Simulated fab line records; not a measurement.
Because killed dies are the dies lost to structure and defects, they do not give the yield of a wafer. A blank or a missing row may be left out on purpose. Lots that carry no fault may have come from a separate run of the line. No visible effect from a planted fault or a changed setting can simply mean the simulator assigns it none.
Chamber matching || flow n5_finfet || N5_BEOL_M9_ETCH_65 on rie_diel-04: 4 sister chambers
The step etches SiARC in CF4, target depth 15.6 nm, time 26 s. 8 wafers are shown with their chamber, then 12 later ones without.

== WAFERS WITH THEIR CHAMBER ==
{"wafer": "L077.4", "chamber": 2, "showerhead_plenum_p_Torr (Torr)": 2.20, "throttle_valve_pct (%)": 15.67}
{"wafer": "L083.5", "chamber": 3, "showerhead_plenum_p_Torr (Torr)": 2.03, "throttle_valve_pct (%)": 15.97}
{"wafer": "L083.6", "chamber": 2, "showerhead_plenum_p_Torr (Torr)": 2.19, "throttle_valve_pct (%)": 15.70}
{"wafer": "L086.1", "chamber": 1, "showerhead_plenum_p_Torr (Torr)": 2.15, "throttle_valve_pct (%)": 15.64}
{"wafer": "L086.3", "chamber": 3, "showerhead_plenum_p_Torr (Torr)": 2.03, "throttle_valve_pct (%)": 15.97}
{"wafer": "L085.2", "chamber": 0, "showerhead_plenum_p_Torr (Torr)": 2.19, "throttle_valve_pct (%)": 15.80}
{"wafer": "L085.5", "chamber": 0, "showerhead_plenum_p_Torr (Torr)": 2.19, "throttle_valve_pct (%)": 15.80}
{"wafer": "L085.6", "chamber": 1, "showerhead_plenum_p_Torr (Torr)": 2.15, "throttle_valve_pct (%)": 15.64}

== WAFERS MISSING THEIR CHAMBER ==
{"wafer": "L088.1", "showerhead_plenum_p_Torr (Torr)": 2.19, "throttle_valve_pct (%)": 15.80}
{"wafer": "L088.3", "showerhead_plenum_p_Torr (Torr)": 2.15, "throttle_valve_pct (%)": 15.66}
{"wafer": "L088.4", "showerhead_plenum_p_Torr (Torr)": 2.03, "throttle_valve_pct (%)": 15.97}
{"wafer": "L089.1", "showerhead_plenum_p_Torr (Torr)": 2.15, "throttle_valve_pct (%)": 15.66}
{"wafer": "L089.4", "showerhead_plenum_p_Torr (Torr)": 2.19, "throttle_valve_pct (%)": 15.72}
{"wafer": "L089.5", "showerhead_plenum_p_Torr (Torr)": 2.15, "throttle_valve_pct (%)": 15.65}
{"wafer": "L093.3", "showerhead_plenum_p_Torr (Torr)": 2.19, "throttle_valve_pct (%)": 15.83}
{"wafer": "L093.4", "showerhead_plenum_p_Torr (Torr)": 2.19, "throttle_valve_pct (%)": 15.73}
{"wafer": "L093.6", "showerhead_plenum_p_Torr (Torr)": 2.02, "throttle_valve_pct (%)": 15.98}
{"wafer": "L096.2", "showerhead_plenum_p_Torr (Torr)": 2.02, "throttle_valve_pct (%)": 16.00}
{"wafer": "L096.4", "showerhead_plenum_p_Torr (Torr)": 2.18, "throttle_valve_pct (%)": 15.84}
{"wafer": "L096.6", "showerhead_plenum_p_Torr (Torr)": 2.18, "throttle_valve_pct (%)": 15.85}

== WHICH CHAMBER EACH WENT THROUGH ==
{"wafer": "L088.1", "from the rows above": 0, "in truth": 0}
{"wafer": "L088.3", "from the rows above": 1, "in truth": 1}
{"wafer": "L088.4", "from the rows above": 3, "in truth": 3}
{"wafer": "L089.1", "from the rows above": 1, "in truth": 1}
{"wafer": "L089.4", "from the rows above": 2, "in truth": 2}
{"wafer": "L089.5", "from the rows above": 1, "in truth": 1}
{"wafer": "L093.3", "from the rows above": 0, "in truth": 0}
{"wafer": "L093.4", "from the rows above": 2, "in truth": 2}
{"wafer": "L093.6", "from the rows above": 3, "in truth": 3}
{"wafer": "L096.2", "from the rows above": 3, "in truth": 3}
{"wafer": "L096.4", "from the rows above": 0, "in truth": 0}
{"wafer": "L096.6", "from the rows above": 0, "in truth": 0}
12 of 12 placed correctly. From these rows, 0 cannot be placed. 0 placed wrongly.
How it was worked out, from the rows above alone: a wafer's distance from a chamber is the root of the sum, over the readings, of the square of ((its reading less the chamber's mean) divided by the reading's scatter). If the next closest chamber is less than 2 further off than the closest, the wafer can't be placed; otherwise it belongs to the closest. The mean given for a chamber averages the wafers shown for that chamber. The scatter: take each reading less its chamber's mean, square it, sum over the shown wafers, divide by the number of wafers less the number of chambers, and take the root.
